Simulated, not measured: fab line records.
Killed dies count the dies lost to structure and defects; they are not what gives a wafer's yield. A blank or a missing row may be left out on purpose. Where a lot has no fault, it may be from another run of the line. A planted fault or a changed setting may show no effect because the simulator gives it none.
One fault seen from 2 desks || flow n5_finfet || each desk has only its own numbers; what lay behind them comes last

== THE TOOL OWNER'S DESK: rie_si-03 ==
The tool's own readings at N5_FIN_SAQP_ETCH_64 (etches SiO2 in CF4, target depth 1.5 nm): means of the sampled wafers that have a number, for each lot that ran on this tool. Marked OUT: a lot whose mean sits more than 4 standard deviations from the usual mean, which makes it out of limits; the brackets give that distance.
Columns: A = cf4_flow_sccm at N5_FIN_SAQP_ETCH_64, usual 79.96 sccm; B = drypump_motor_current_A at N5_FIN_SAQP_ETCH_64, usual 6.0 A; C = oes_product_au at N5_FIN_SAQP_ETCH_64, usual 1.012 a.u.; D = rf_fwd_power_W at N5_FIN_SAQP_ETCH_64, usual 782 W; E = throttle_valve_pct at N5_FIN_SAQP_ETCH_64, usual 21.82 %
{"lot": "L956", "first seen here": "day 4 14:22", "A": 79.95, "B": 5.8, "C": 1.015, "D": 781, "E": 21.78}
{"lot": "L962", "first seen here": "day 6 01:28", "A": 79.96, "B": 6.3, "C": 1.038, "D": 783, "E": 21.81}
{"lot": "L963", "first seen here": "day 6 07:57", "A": 79.81, "B": 5.8, "C": 1.009, "D": 784, "E": 21.76}
{"lot": "L965", "first seen here": "day 6 20:25", "A": 79.81, "B": 5.8, "C": 1.008, "D": 783, "E": 21.78}
Result from this desk: across the 4 lots, nothing is out of limits.

== THE DEFECT DESK ==
What the inspections along the route counted, lot by lot: means of the sampled wafers that have a number. Marked OUT: a lot whose mean sits more than 4 standard deviations from the usual mean, which makes it out of limits; the brackets give that distance.
Columns: A = raw_defect_count at N5_FIN_SAQP_INSPECT_40, usual 235; B = raw_defect_count at N5_FIN_CUT_INSPECT_10, usual 43; C = raw_defect_count at N5_FIN_CUT_INSPECT_17, usual 236
{"lot": "L948", "first seen here": "day 2 14:05", "A": 245, "B": 38, "C": 250}
{"lot": "L949", "first seen here": "day 2 21:04", "A": 265, "B": 49, "C": 249}
{"lot": "L950", "first seen here": "day 3 02:13", "A": 187, "B": 39, "C": 201}
{"lot": "L954", "first seen here": "day 4 02:07", "A": 342, "B": 64, "C": 340}
{"lot": "L955", "first seen here": "day 4 07:58", "A": 211, "B": 42, "C": 211}
{"lot": "L956", "first seen here": "day 4 14:38", "A": 243, "B": 35, "C": 241}
{"lot": "L962", "first seen here": "day 6 01:44", "A": 142, "B": 35, "C": 144}
{"lot": "L963", "first seen here": "day 6 08:13", "A": "523 (+5.0) OUT", "B": "329 (+26) OUT", "C": "520 (+5.0) OUT"}
{"lot": "L965", "first seen here": "day 6 20:41", "A": "528 (+5.0) OUT", "B": "342 (+27) OUT", "C": "517 (+4.9) OUT"}
{"lot": "L967", "first seen here": "day 7 08:23", "A": 292, "B": 62, "C": 297}
This desk's finding: out of limits on L963, L965; first on L963, day 6 08:13 (raw_defect_count at N5_FIN_SAQP_INSPECT_40). Within limits: L948, L949, L950, L954, L955, L956, L962, L967.

== ALL TOGETHER ==
The defect desk could have raised an alarm at day 6 08:13, on L963, L965.
Nothing out of limits was seen by the tool owner's desk.
Tool owner's desk: L963, L965 on record, inside its limits.
On rie_si-03, each named lot ran N5_FIN_SAQP_ETCH_64.

== WHAT THE SIMULATOR HAD PUT IN ==
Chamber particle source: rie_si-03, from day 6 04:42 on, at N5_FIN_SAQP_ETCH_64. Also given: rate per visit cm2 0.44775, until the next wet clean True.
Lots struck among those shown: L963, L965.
Hours from the fault's start to each desk's first reading out of limits: the defect desk, 4.
